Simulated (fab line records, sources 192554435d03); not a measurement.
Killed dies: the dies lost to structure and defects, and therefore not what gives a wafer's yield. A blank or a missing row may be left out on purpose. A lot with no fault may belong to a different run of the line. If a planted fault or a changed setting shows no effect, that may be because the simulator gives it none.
Split-lot study -- flow n5-finfet -- 21 wafers read from 7 lots, route of 1938 steps

## ABOUT THE SPLIT
At N5_SD_EPI_N_EPI_21 (deposits Si:P, time 690 s), the setting time-s was moved away from the recipe's 690 s on 10 of the 21 wafers read, by -9.2% to +12.4%. All remaining wafers had this setting at the recipe value.

## FROM THE SPLIT TO THE READING: what the file shows between them, 7 steps
- N5_SD_EPI_N_PRECLEAN_24: cleans in O3/DIW, time 60 s
- N5_SD_EPI_P_EPI_21: deposits SiGe:B, time 355 s
- N5_SD_EPI_P_HM_STRIP_48: strips SiNx in H3PO4, material SiNx, target depth 3 nm
- N5_SD_EPI_P_SRD_49: time 30 s
- N5_SD_EPI_P_PRECLEAN_24: cleans in O3/DIW, time 45 s
- N5_SD_ACTIVATION_RTA_00: time 0 s
- N5_SD_ACTIVATION_LSA_01: time 0.0008 s

## THE READING
RS_SD_N in ohm/sq, measured at N5_SD_ACTIVATION_RS_MEAS_03 by four-point-probe. A value of 21.96 ohm/sq with a standard deviation of 0.26 ohm/sq is what fault-free wafers of this fab line usually give.

wafer,"tool, chamber at the split","time-s as run, s",against the recipe,"RS_SD_N, ohm/sq",against lot-mates on the recipe
L076.1,"epi-rpcvd-02, 0",690,recipe,22.23,-
L076.2,"epi-rpcvd-02, 0",690,recipe,21.78,-
L076.6,"epi-rpcvd-02, 0",690,recipe,21.64,-
L078.1,"epi-rpcvd-02, 0",690,recipe,22.28,-
L078.4,"epi-rpcvd-02, 0",728,+5.5%,21.56,-0.72
L078.5,"epi-rpcvd-02, 0",728,+5.5%,21.24,-1.04
L081.3,"epi-rpcvd-04, 0",690,recipe,22.18,-
L081.4,"epi-rpcvd-04, 0",690,recipe,21.95,-
L081.6,"epi-rpcvd-04, 0",690,recipe,21.88,-
L084.1,"epi-rpcvd-04, 0",690,recipe,22.03,-
L084.4,"epi-rpcvd-04, 0",626.2,-9.2%,23.71,+1.69
L084.6,"epi-rpcvd-04, 0",690,recipe,22.02,-
L085.2,"epi-rpcvd-04, 0",690,recipe,22.19,-
L085.5,"epi-rpcvd-04, 0",727.8,+5.5%,21.49,-0.70
L085.6,"epi-rpcvd-04, 0",727.8,+5.5%,21.06,-1.13
L088.1,"epi-rpcvd-01, 0",690,recipe,21.84,-
L088.5,"epi-rpcvd-01, 0",758.5,+9.9%,20.81,-1.03
L088.6,"epi-rpcvd-01, 0",758.5,+9.9%,20.70,-1.14
L090.1,"epi-rpcvd-01, 0",775.5,+12.4%,20.38,no lot-mate on the recipe
L090.2,"epi-rpcvd-01, 0",775.5,+12.4%,20.25,no lot-mate on the recipe
L090.5,"epi-rpcvd-01, 0",775.5,+12.4%,20.52,no lot-mate on the recipe

FIT RESULTS
A straight line over all 21 wafers: RS_SD_N changes by -0.139 ohm/sq for each +1% of time-s; r = -0.97; the points scatter about the line by 0.21 ohm/sq.
The same after taking each lot's own level away (the mean of its wafers on the recipe; 18 wafers): -0.144 ohm/sq for each +1%; r = -0.95; scatter 0.22 ohm/sq.
The reading moves by 1.8 ohm/sq for the largest change in time-s, on that fit.
Measured against the standard deviation above, the lots' own levels, which go from 21.840 to 22.280 ohm/sq, span 1.7 times it.
The two slopes are in agreement: the lot-to-lot level therefore moves the slope only a little.
Check: -1.51 ohm/sq against its lot-mates is what the line predicts for one of the wafers moved furthest among these (+9.9%) when that wafer is left out of the fit. It came out at -1.03 ohm/sq against them.

## OTHER SPLITS APPLIED TO THESE WAFERS
These wafers also went through other splits before the reading. Each is held against what the fit with the lots' levels taken away leaves over:
other split on the same wafers,wafers away from the commonest value,r with RS_SD_N (lot level and that fit taken away)
N5_FIN_SAQP_PECVD_48 time-s,12,-0.26
N5_FIN_SAQP_COAT_10 spin-rpm,7,-0.31

## THE WHOLE CHAIN: every reading that the file lists as answering this split, in the file's order
step,what it does,reading,change (the file's fit),r (the file's)
N5_SD_EPI_N_EPI_21,"deposits Si:P, time 690 s","Si-P_of_SD_EPI_N_EPI_21.thk-nm (the simulator's own value, which no gauge read)",+0.389 nm for each +1% of the setting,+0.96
N5_SD_EPI_P_HM_STRIP_48,"strips SiNx in H3PO4, material SiNx, target depth 3 nm","Si-P_of_SD_EPI_N_EPI_21.thk-nm (the simulator's own value, which no gauge read)",+0.379 nm for each +1% of the setting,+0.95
N5_SD_ACTIVATION_RS_MEAS_03,measures by four-point-probe,RS_SD_N,-0.149 for each +1% of the setting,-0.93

## FILE'S OWN FIT
RS_SD_N changes by -0.149 ohm/sq for each +1% of time-s, r = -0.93.
